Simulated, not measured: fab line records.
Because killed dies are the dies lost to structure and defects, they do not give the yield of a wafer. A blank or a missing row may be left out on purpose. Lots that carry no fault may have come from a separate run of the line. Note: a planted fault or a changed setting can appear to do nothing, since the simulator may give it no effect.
Split-lot experiment / flow n5Finfet / 21 wafers read from 7 lots, route of 1938 steps

THE SPLIT
At N5_BEOL_M5_COAT_66 (time 60 s, resist thk 12 nm), the setting spinRpm was moved away from the recipe's 1500 rpm on 7 of the 21 wafers read, by -4.1% to +7.3%. All remaining wafers had this setting at the recipe value.

FROM THE SPLIT TO THE READING: what the file shows between them, 5 steps
- N5_BEOL_M5_COAT_74: time 60 s, resist thk 5 nm (also split here: spinRpm)
- N5_BEOL_M5_COAT_22: resist thk 30 nm
- N5_BEOL_M5_EBR_24
- N5_BEOL_M5_DESCUM_33: chemistry O2, time 7 s
- N5_BEOL_M5_ETCH_75: etches underlayer in N2/H2, target depth 6.5 nm, time 5.2 s

THE READING
etch.depthNm (the simulator's own value, which no gauge read), in nm, at N5_BEOL_M5_ETCH_67 (etches SiARC in CF4, target depth 15.6 nm, time 26 s). There is no usual value for it anywhere in the file. Average 11.98 nm, standard deviation 0.032 nm, over the 14 wafers here run with the recipe.

wafer=L074.1; tool, chamber at the split=lithoTrack-02, 0; spinRpm as run, rpm=1610; against the recipe=+7.3%; etch.depthNm, nm=11.59; against lot-mates on the recipe=no lot-mate on the recipe
wafer=L074.3; tool, chamber at the split=lithoTrack-02, 0; spinRpm as run, rpm=1610; against the recipe=+7.3%; etch.depthNm, nm=11.59; against lot-mates on the recipe=no lot-mate on the recipe
wafer=L074.4; tool, chamber at the split=lithoTrack-02, 0; spinRpm as run, rpm=1610; against the recipe=+7.3%; etch.depthNm, nm=11.57; against lot-mates on the recipe=no lot-mate on the recipe
wafer=L075.3; tool, chamber at the split=lithoTrack-01, 0; spinRpm as run, rpm=1500; against the recipe=recipe; etch.depthNm, nm=11.99; against lot-mates on the recipe=-
wafer=L075.4; tool, chamber at the split=lithoTrack-01, 0; spinRpm as run, rpm=1500; against the recipe=recipe; etch.depthNm, nm=11.99; against lot-mates on the recipe=-
wafer=L075.5; tool, chamber at the split=lithoTrack-01, 0; spinRpm as run, rpm=1500; against the recipe=recipe; etch.depthNm, nm=11.98; against lot-mates on the recipe=-
wafer=L085.1; tool, chamber at the split=lithoTrack-01, 0; spinRpm as run, rpm=1500; against the recipe=recipe; etch.depthNm, nm=11.99; against lot-mates on the recipe=-
wafer=L085.6; tool, chamber at the split=lithoTrack-01, 0; spinRpm as run, rpm=1500; against the recipe=recipe; etch.depthNm, nm=11.99; against lot-mates on the recipe=-
wafer=L085.2; tool, chamber at the split=lithoTrack-01, 0; spinRpm as run, rpm=1500; against the recipe=recipe; etch.depthNm, nm=11.95; against lot-mates on the recipe=-
wafer=L092.2; tool, chamber at the split=lithoTrack-01, 0; spinRpm as run, rpm=1500; against the recipe=recipe; etch.depthNm, nm=11.98; against lot-mates on the recipe=-
wafer=L092.3; tool, chamber at the split=lithoTrack-01, 0; spinRpm as run, rpm=1500; against the recipe=recipe; etch.depthNm, nm=11.93; against lot-mates on the recipe=-
wafer=L092.4; tool, chamber at the split=lithoTrack-01, 0; spinRpm as run, rpm=1500; against the recipe=recipe; etch.depthNm, nm=11.94; against lot-mates on the recipe=-
wafer=L091.4; tool, chamber at the split=lithoTrack-01, 0; spinRpm as run, rpm=1439; against the recipe=-4.1%; etch.depthNm, nm=12.2; against lot-mates on the recipe=+0.26
wafer=L091.5; tool, chamber at the split=lithoTrack-01, 0; spinRpm as run, rpm=1439; against the recipe=-4.1%; etch.depthNm, nm=12.23; against lot-mates on the recipe=+0.29
wafer=L091.6; tool, chamber at the split=lithoTrack-01, 0; spinRpm as run, rpm=1500; against the recipe=recipe; etch.depthNm, nm=11.94; against lot-mates on the recipe=-
wafer=L093.1; tool, chamber at the split=lithoTrack-01, 0; spinRpm as run, rpm=1500; against the recipe=recipe; etch.depthNm, nm=11.96; against lot-mates on the recipe=-
wafer=L093.3; tool, chamber at the split=lithoTrack-01, 0; spinRpm as run, rpm=1592; against the recipe=+6.1%; etch.depthNm, nm=11.61; against lot-mates on the recipe=-0.35
wafer=L093.5; tool, chamber at the split=lithoTrack-01, 0; spinRpm as run, rpm=1592; against the recipe=+6.1%; etch.depthNm, nm=11.6; against lot-mates on the recipe=-0.36
wafer=L095.2; tool, chamber at the split=lithoTrack-02, 0; spinRpm as run, rpm=1500; against the recipe=recipe; etch.depthNm, nm=12.02; against lot-mates on the recipe=-
wafer=L095.5; tool, chamber at the split=lithoTrack-02, 0; spinRpm as run, rpm=1500; against the recipe=recipe; etch.depthNm, nm=12.03; against lot-mates on the recipe=-
wafer=L095.6; tool, chamber at the split=lithoTrack-02, 0; spinRpm as run, rpm=1500; against the recipe=recipe; etch.depthNm, nm=12.03; against lot-mates on the recipe=-

FIT RESULTS
A straight line over all 21 wafers: etch.depthNm changes by -0.0565 nm for each +1% of spinRpm; r = -0.99; the points scatter about the line by 0.03 nm.
The same after taking each lot's own level away (the mean of its wafers on the recipe; 18 wafers): -0.0611 nm for each +1%; r = -0.99; scatter 0.017 nm.
That fit puts the effect of the largest move of spinRpm on the reading at 0.45 nm.
Measured against the standard deviation above, the lots' own levels, which go from 11.940 to 12.027 nm, span 2.7 times it.
The two slopes agree, so the slope changes little with the lot-to-lot level.
Check: -0.381 nm against its lot-mates is what the line predicts for one of the wafers moved furthest among these (+6.1%) when that wafer is left out of the fit. Against them it came out at -0.35 nm.

OTHER SPLITS APPLIED TO THESE WAFERS
Note: prior to the reading, these wafers also went through further splits. Each is held against what the fit with the lots' levels taken away leaves over:
other split on the same wafers=N5_BEOL_M0_SAQP_EXPOSE_37 doseMj; wafers away from the commonest value=8; r with etch.depthNm (lot level and that fit taken away)=-0.01
other split on the same wafers=N5_BEOL_M0_ETCH_109 biasW; wafers away from the commonest value=5; r with etch.depthNm (lot level and that fit taken away)=+0.07
other split on the same wafers=N5_BEOL_M2_DEP_57 timeS; wafers away from the commonest value=5; r with etch.depthNm (lot level and that fit taken away)=-0.20
other split on the same wafers=N5_BEOL_M4_TRENCH_ETCH_37 biasW; wafers away from the commonest value=4; r with etch.depthNm (lot level and that fit taken away)=+0.14
other split on the same wafers=N5_BEOL_M5_ILD_DEP_00 timeS; wafers away from the commonest value=4; r with etch.depthNm (lot level and that fit taken away)=-0.28
other split on the same wafers=N5_BEOL_M5_HM_DEP_02 targetThkA; wafers away from the commonest value=8; r with etch.depthNm (lot level and that fit taken away)=+0.32
other split on the same wafers=N5_BEOL_M5_COAT_74 spinRpm; wafers away from the commonest value=8; r with etch.depthNm (lot level and that fit taken away)=+0.29

THE WHOLE CHAIN: every reading that the file lists as answering this split, in the file's order
step=N5_BEOL_M5_COAT_66; what it does=time 60 s, resist thk 12 nm; reading=SiARC_of_BEOL_M5_COAT_66.thkNm (the simulator's own value, which no gauge read); change (the file's fit)=-0.0603 nm for each +1% of the setting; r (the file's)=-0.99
step=N5_BEOL_M5_ETCH_67; what it does=etches SiARC in CF4, target depth 15.6 nm, time 26 s; reading=etch.depthNm (the simulator's own value, which no gauge read); change (the file's fit)=-0.0609 nm for each +1% of the setting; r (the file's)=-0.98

THE FILE'S OWN FIT
etch.depthNm changes by -0.0609 nm for each +1% of spinRpm, r = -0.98.
